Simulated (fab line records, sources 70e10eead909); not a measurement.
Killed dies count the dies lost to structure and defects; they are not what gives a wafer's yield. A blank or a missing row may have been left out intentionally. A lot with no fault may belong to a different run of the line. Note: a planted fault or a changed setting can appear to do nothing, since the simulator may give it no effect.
A lot that was struck, set against a sound lot + flow nandHarc + 12 out of 1302 route steps
Sound: the wafers L450.2, L450.3, L450.4. Wafers struck: L459.3, L459.4, L459.5. The cause is given at the end.
At each step with rows: each side's tool, then ch and its chambers, then its first start. Under that, the readings that differ: sound wafers + struck wafers + difference of the means + sigmas: that difference in standard deviations of wafers without a fault.
alike: a reading whose means differ by less than 2 such deviations, as well as words and numbers matching on both sides. not compared: withheld readings; readings where some wafer has no value; bounds like >300 that might hide an equal value; numbers whose values overlap and for which the record gives no deviation.
Wherever a step has rows on one side only, a row that says differs or no value, or a row with sigmas, the two part there. Numbers that don't overlap but have no deviation are shown without sigmas and don't part them. A reading missing from all wafers of one side parts the sides only when that side holds two or more wafers.

first, 1 step without rows for these wafers: NHARC_A_CHANNEL_FILL_D2_ANNEAL_22 (time 7200 s).
NHARC_A_CHANNEL_FILL_D2_ALD_25: deposits SiOx, target thk 60 nm, pulse time 10 s, ald cycles 600.
  sound on aldHk-04 ch 0,1,3, day 18 03:14; struck on aldHk-04 ch 1,3, day 21 22:38
  alike: heaterPowerW, precursorPulseHeightRel
  not compared: sinceWetCleanH
NHARC_A_CHANNEL_FILL_D2_ETCHBACK_08: etches the open film in C4F8, target depth 220 nm, time 110 s.
  sound: rieDiel-10 ch 0,2,3; struck: rieDiel-10 ch 0,1,2
  alike: oesProductAu, rfVppV
  not compared: rfHoursCounterH
NHARC_A_CHANNEL_FILL_D2_STRIP_29: strips in O2, time 20 s.
  sound: rieDiel-10 ch 0,2,3; struck: rieDiel-10 ch 0,1
  alike: drypumpMotorCurrentA, oesProductAu, rfVppV, showerheadPlenumPTorr, throttleValvePct
  not compared: rfHoursCounterH
then, 3 steps without rows for these wafers: NHARC_A_CHANNEL_FILL_D2_PRECLEAN_30 (cleans in dHF, time 30 s); NHARC_A_CHANNEL_FILL_D2_SRD_31; NHARC_A_CHANNEL_FILL_D2_CVD_09 (deposits poly-Si, target thk 150 nm, time 3000 s).
NHARC_A_CHANNEL_FILL_D2_CMP_10: polishes, target thk 150 nm.
  sound on cmp-03 ch 0,1,2, day 18 13:53; struck on cmp-03 ch 1,3, day 22 08:38
  alike: motorCurrentA, timeToEndpointS
then, 1 step without rows for these wafers: NHARC_A_CHANNEL_FILL_D2_SRD_12.
NHARC_A_CHANNEL_FILL_D2_RTA_24: time 5 s.
  sound on rtpAnneal-01 ch 0, day 18 14:18; struck on rtpAnneal-02 ch 0, day 22 09:38
| reading             | sound          | struck         | difference | sigmas |
|---------------------|----------------|----------------|------------|--------|
| lampPowerPct (%)    | 31.9 31.9 31.9 | 26.0 26.0 26.0 | -5.9       | -2     |
| lamp_zone_1_pct (%) | 31.9 31.9 31.8 | 26.0 26.1 26.0 | -5.8       | -2     |
| lamp_zone_5_pct (%) | 31.9 31.8 31.9 | 26.1 26.0 26.0 | -5.8       | -2     |
  alike: wafer_temp_C_max
NHARC_A_CHANNEL_FILL_D2_INSPECT_13:
  sound on defectInspect-01 at day 18 14:28; struck on defectInspect-02 at day 22 09:47
  alike: rawDefectCount
-- jump in the record: it breaks off in module A_CHANNEL_FILL_D2 and resumes in module END (first step shown: number 1302 of the route), and 9 days separate the struck wafers' starts before and after --
NHARC_END_SORT_01:
  only the struck wafers appear in the record here, on prober-02 ch 0 at day 31 06:49; the sound ones have no rows

== WHERE THEY PART ==
Earliest at NHARC_A_CHANNEL_FILL_D2_RTA_24; latest, in this record, at NHARC_END_SORT_01.

WHY: the cause the simulator had injected
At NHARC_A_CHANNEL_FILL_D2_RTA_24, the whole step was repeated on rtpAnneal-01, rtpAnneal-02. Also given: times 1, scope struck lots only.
